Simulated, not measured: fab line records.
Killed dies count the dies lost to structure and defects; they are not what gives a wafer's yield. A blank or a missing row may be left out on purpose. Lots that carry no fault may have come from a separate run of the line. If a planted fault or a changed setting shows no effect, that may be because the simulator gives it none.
A struck lot beside a sound one	flow n5 finfet	15 out of 1938 route steps
Sound: the wafers L874.2, L874.4, L874.6. Struck: wafer L896.6 (left out: L896.2, a lot-mate that was not struck); the cause follows at the end.
Order at every step that has rows: each side's tool, ch and its chambers, its first start. Under that, the readings that differ: sound wafers	struck wafers	difference of the means	sigmas: that difference in standard deviations of wafers without a fault.
alike: a reading whose means differ by less than 2 such deviations, as well as words and numbers matching on both sides. not compared: withheld readings; readings where some wafer has no value; bounds like >300 that might hide an equal value; numbers whose values overlap and for which the record gives no deviation.
Wherever a step has rows on one side only, a row that says differs or no value, or a row with sigmas, the two part there. Numbers that have no deviation but don't overlap get no sigmas and don't part them. Lack of a reading on every wafer of one side parts them only where that side has two or more wafers.

first, 2 steps without rows for these wafers: N5_BEOL_M15_STRIP_36 (strips in O2); N5_BEOL_M15_STRIP_62 (strips in O2).
N5_BEOL_M15_STRIP_37: strips in O2.
  sound on rie diel-05 ch 0,3; struck on rie diel-06 ch 0
  alike: drypump motor current A, oes product au, rf vpp V, showerhead plenum p Torr, throttle valve pct
  not compared: rf hours counter h
then, 4 steps without rows for these wafers: N5_BEOL_M15_ETCH_38 (etches SiCN in CF4/N2, target depth 106.4 nm, time 120.5 s); N5_BEOL_M15_PRECLEAN_39 (cleans in residue remover, time 60 s); N5_BEOL_M15_SRD_40 (time 30 s, dry time 30 s); N5_BEOL_M15_DEGAS_41 (time 60 s).
N5_BEOL_M15_PRE_CLEAN_42: time 30 s.
  sound on pvd sputter-03 at day 10 19:31; struck on pvd sputter-03 at day 18 07:49
  alike: heater power w
then, 1 step without rows for these wafers: N5_BEOL_M15_SPUTTER_43 (material TaN, target thk 15 nm, time 24.19 s).
N5_BEOL_M15_SPUTTER_44: material Ta, target thk 15 nm, time 24.19 s.
  sound on pvd sputter-03 at day 10 19:38; struck on pvd sputter-03 at day 18 07:56
  alike: cathode dc power W, chamber pressure pa, throttle valve pct
N5_BEOL_M15_SPUTTER_45: material Cu, target thk 100 nm, time 16.67 s.
  sound on pvd sputter-03 at day 10 19:43; struck on pvd sputter-03 at day 18 08:01
  alike: cathode dc power W, chamber pressure pa, throttle valve pct
N5_BEOL_M15_ECD_47: material Cu, target thk 1860 nm.
  sound on ecd cu-02 ch 0,1, day 10 19:49; struck on ecd cu-02 ch 1, day 18 08:08
reading	sound	struck	difference	sigmas
model.Cu_of_BEOL_M15_ECD_47.thk nm (nm)	1838 1840 1868	807.6	-1041.1	
N5_BEOL_M15_ANNEAL_48: time 90 s.
  sound on rtp anneal-01 ch 0, day 10 20:07; struck on rtp anneal-02 ch 0, day 18 08:26
reading	sound	struck	difference	sigmas
wafer_temp_C_max	226.00 226.04 225.76	226.73	+0.80	+3
N5_BEOL_M15_CMP_49: polishes, stops on SiO2, t overpolish 4.9 s, target thk 850 nm.
  sound on cmp-03 ch 0,2,3, day 10 20:26; struck on cmp-01 ch 2, day 18 08:43
reading	sound	struck	difference	sigmas
model.Cu_of_BEOL_M15_ECD_47.thk nm (nm)	836.8 840.2 833.6	807.6	-29.3	
  alike: clearing platen down force psi, motor current A
N5_BEOL_M15_THK_MEAS_50: measures by xrf.
  sound on film metro-02 at day 10 20:40; struck on film metro-02 at day 18 08:59
reading	sound	struck	difference	sigmas
M15_THK (nm)	843 845 838	801	-41	-2

## WHERE THEY PART
Earliest at N5_BEOL_M15_ANNEAL_48; latest, in this record, at N5_BEOL_M15_THK_MEAS_50.

WHY: what the simulator had put in
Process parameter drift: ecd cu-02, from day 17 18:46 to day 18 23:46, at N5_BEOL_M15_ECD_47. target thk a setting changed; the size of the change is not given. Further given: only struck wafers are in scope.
